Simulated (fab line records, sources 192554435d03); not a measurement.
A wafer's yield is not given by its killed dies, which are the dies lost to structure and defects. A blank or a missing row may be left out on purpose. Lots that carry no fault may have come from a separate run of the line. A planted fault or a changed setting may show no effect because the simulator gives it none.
Which tool was responsible?	flow n5_finfet	21 wafers from 7 lots sampled at 2 of the route's 1938 steps

== WHAT EACH GAUGE READ, for each wafer ==
N5_BEOL_M1_CD_MEAS_11: target cd 17.05 nm.
lot	measured	on	cd_nm (nm)
L414	day 6 13:55	cd_sem-03	17.31 16.96 16.97
L421	day 8 00:46	cd_sem-03	17.42 17.38 16.92
L425	day 9 02:57	cd_sem-03	16.94 17.12 16.95
L427	day 9 14:22	cd_sem-02	16.65 16.81 17.12
L430	day 10 06:44	cd_sem-01	17.49 17.10 17.10
L433	day 11 01:46	cd_sem-03	17.21 16.99 17.23
L436	day 11 16:21	cd_sem-03	17.23 16.89 16.90

== WHAT TOOL EACH LOT RAN ON (gives the tool, then ch and the chambers of the sampled wafers, and finally the start) ==
lot	N5_BEOL_M1_HM_DEP_02
L414	pvd_sputter-01, day 6 13:24
L421	pvd_sputter-03, day 8 00:22
L425	pvd_sputter-02, day 9 02:26
L427	pvd_sputter-02, day 9 13:49
L430	pvd_sputter-03, day 10 06:20
L433	pvd_sputter-03, day 11 01:22
L436	pvd_sputter-03, day 11 15:50
- N5_BEOL_M1_HM_DEP_02: deposits TiN, target thk 20 nm.

== THE ANSWER, worked out from the rows above alone ==
Rule: what is usual is taken from the lots themselves. The widest of any qualifying gaps counts: lots, ordered by their means at a reading, are off when they make up no more than a third of the lots, leave a main group of 4 or more, and stand apart from it by 3 or more times the standard deviation of that group's means. The tables above print the reading to a certain number of digits; a main group whose means all agree to those digits is not used. Also off: a lot with no number at a reading for which 4 or more lots have one. The other lots that the step has rows for count as sound.
None of the lots is off at any reading shown; this tells nothing.

== WHAT WAS PUT IN BY THE SIMULATOR ==
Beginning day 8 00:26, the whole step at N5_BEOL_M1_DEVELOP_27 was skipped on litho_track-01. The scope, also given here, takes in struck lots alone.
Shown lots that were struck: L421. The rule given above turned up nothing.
